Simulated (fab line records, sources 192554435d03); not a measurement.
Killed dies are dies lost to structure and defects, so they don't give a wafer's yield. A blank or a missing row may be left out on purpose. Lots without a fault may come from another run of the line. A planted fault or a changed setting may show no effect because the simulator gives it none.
Which tool did it? | flow n5_finfet | 12 lots, 36 wafers sampled, at 1 step of a route of 1938

WHAT THE GAUGES READ, wafer by wafer
N5_BEOL_M2_CD_MEAS_35: target cd 18 nm, target cd y 22.2 nm.
lot  | measured     | on        | cd_nm (nm)
L075 | day 6 23:39  | cd_sem-01 | 17.8 17.6 17.4
L077 | day 7 07:19  | cd_sem-03 | 18.2 17.8 18.1
L079 | day 8 01:03  | cd_sem-01 | 17.8 17.6 18.0
L081 | day 8 10:27  | cd_sem-02 | 17.9 18.1 17.8
L083 | day 9 07:35  | cd_sem-01 | 18.4 18.2 18.1
L085 | day 9 11:51  | cd_sem-02 | 17.9 17.8 17.4
L087 | day 9 19:49  | cd_sem-03 | 17.7 17.9 17.8
L089 | day 10 10:58 | cd_sem-02 | 18.1 17.4 17.4
L091 | day 11 08:35 | cd_sem-01 | 17.8 17.6 17.8
L093 | day 11 17:17 | cd_sem-02 | 18.3 18.0 18.0
L095 | day 11 21:51 | cd_sem-02 | 17.7 17.5 18.3
L096 | day 12 18:33 | cd_sem-01 | 17.5 17.8 17.4

WHICH TOOL RAN EACH LOT (tool, then ch and the chambers of the sampled wafers, then the start)
The record holds no process step before these readings.

THE ANSWER, worked out from the rows above alone
Rule: what is usual is taken from the lots themselves. Put in order of their means at a reading, lots are off if they are a third of the lots or fewer, leave a main group of 4 or more, and stand apart from it by a gap of 3 or more times the standard deviation of the main group's means; of several such gaps the widest counts. A main group whose means are all the same, to the digits that the tables above print for the reading, isn't used. A lot without any number at a reading at which 4 lots or more have one is off too. The other lots that the step has rows for count as sound.
No lot is off at any reading shown: from this, nothing can be told.

WHAT THE SIMULATOR HAD PUT IN
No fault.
